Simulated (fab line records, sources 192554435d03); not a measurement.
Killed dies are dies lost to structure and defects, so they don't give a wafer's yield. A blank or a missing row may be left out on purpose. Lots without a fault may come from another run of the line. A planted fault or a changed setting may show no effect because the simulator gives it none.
Problem report in the 8D (eight disciplines) form, filled by code | flow n5_finfet | the parts of the form that need people (team, actions taken, sign-off) are left out

1. THE PROBLEM
CJ_P at N5_BEOL_M4_RC_MEAS_101 reads a mean of 5.03 on 6 wafers of 2 lots; wafers without a fault read 5.85 with a standard deviation of 0.16. That is -5.1 standard deviations from the usual mean.
First seen on wafer L424.2, day 12 09:31, on prober-01. The record holds 27 wafers of 9 lots with a number at this step. Rule for "out", or "out of limits": more than 4 standard deviations from the usual mean. The other wafers with a number count as sound.

2. WHAT IT IS AND WHAT IT IS NOT
question                    | is                     | is not
which readings at this step | CJ_P                   | SS_N, SS_P
which lots                  | L422, L424             | L407, L411, L412, L414, L426, L428, L430
which wafers of those lots  | all that have a number | -
read on which gauges        | prober-01, prober-02   | -
when                        | from day 12 09:31      | up to then (12 sound wafers); but 9 sound wafers of L426, L428, L430 came after

3. SUSPECTS, AND WHAT RULES EACH OUT
Counting: a tool at a process step up to the reading stays a suspect if it ran every lot that is out and no sound lot after the first of them.
- the gauge at N5_BEOL_M4_RC_MEAS_101: ruled out. The wafers that are out were read on 2 gauges (prober-01, prober-02).
- implanter-02 at N5_WELL_APT_IMPLANT_15: kept. It ran every lot that is out, first L422 (day 5 08:35), and no sound lot after that; its last sound lot up to then is L414 (day 3 08:05). Its own readings are out on those wafers: dose_ions_cm2, faraday_current_uA.
- rie_diel-04 at N5_WELL_APT_DESCUM_30 (chemistry O2, time 7.9 s): kept. It ran every lot that is out, first L422 (day 5 09:32), and no sound lot after that.
- rtp_anneal-01 at N5_WELL_APT_RTA_34 (time 10 s): ruled out as a lasting fault. Sound lots L426, L428 ran on it after its first lot that is out, L422 (day 5 10:20).
Left after counting: implanter-02 at N5_WELL_APT_IMPLANT_15, rie_diel-04 at N5_WELL_APT_DESCUM_30.

4. THE CAUSE (what the simulator had put in)
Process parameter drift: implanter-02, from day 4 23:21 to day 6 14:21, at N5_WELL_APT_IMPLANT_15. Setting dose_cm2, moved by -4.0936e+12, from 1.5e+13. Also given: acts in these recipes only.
Counting left 2 suspects, and this tool is among them.

5. THE CHAIN OF EFFECTS, in route order
Each row: a reading whose mean over the struck wafers that have a number lies more than 3 standard deviations from the usual. Only readings for which the record gives a usual standard deviation are gone through. hours: the time from each lot's start at the first step in this table that gives one to its start at this step, as a median over the lots. sigmas: the change in usual standard deviations.
hours | step                   | reading            | usual   | on struck wafers | change   | sigmas
0     | N5_WELL_APT_IMPLANT_15 | dose_ions_cm2      | 1.5e+13 | 1.1e+13          | -4.1e+12 | -99 or more
0     | N5_WELL_APT_IMPLANT_15 | faraday_current_uA | 190     | 138              | -52      | -14
165   | N5_BEOL_M4_RC_MEAS_101 | CJ_P               | 5.85    | 5.03             | -0.82    | -5.1
The process steps in it:
- N5_WELL_APT_IMPLANT_15

6. WHAT WOULD HAVE CAUGHT IT SOONER
In this record the first reading out of limits at a measuring or inspecting step was taken at day 12 09:31, 178 hours after the fault began at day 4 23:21.
The tool's own readings at N5_WELL_APT_IMPLANT_15 were out on every struck wafer that the step has a row for (dose_ions_cm2, faraday_current_uA): an alarm limit on them would have fired on the first of those.
All the lots that are out (2) had begun N5_WELL_APT_IMPLANT_15 on implanter-02 by day 12 09:31. A hold on the tool at that time would have spared none of them.
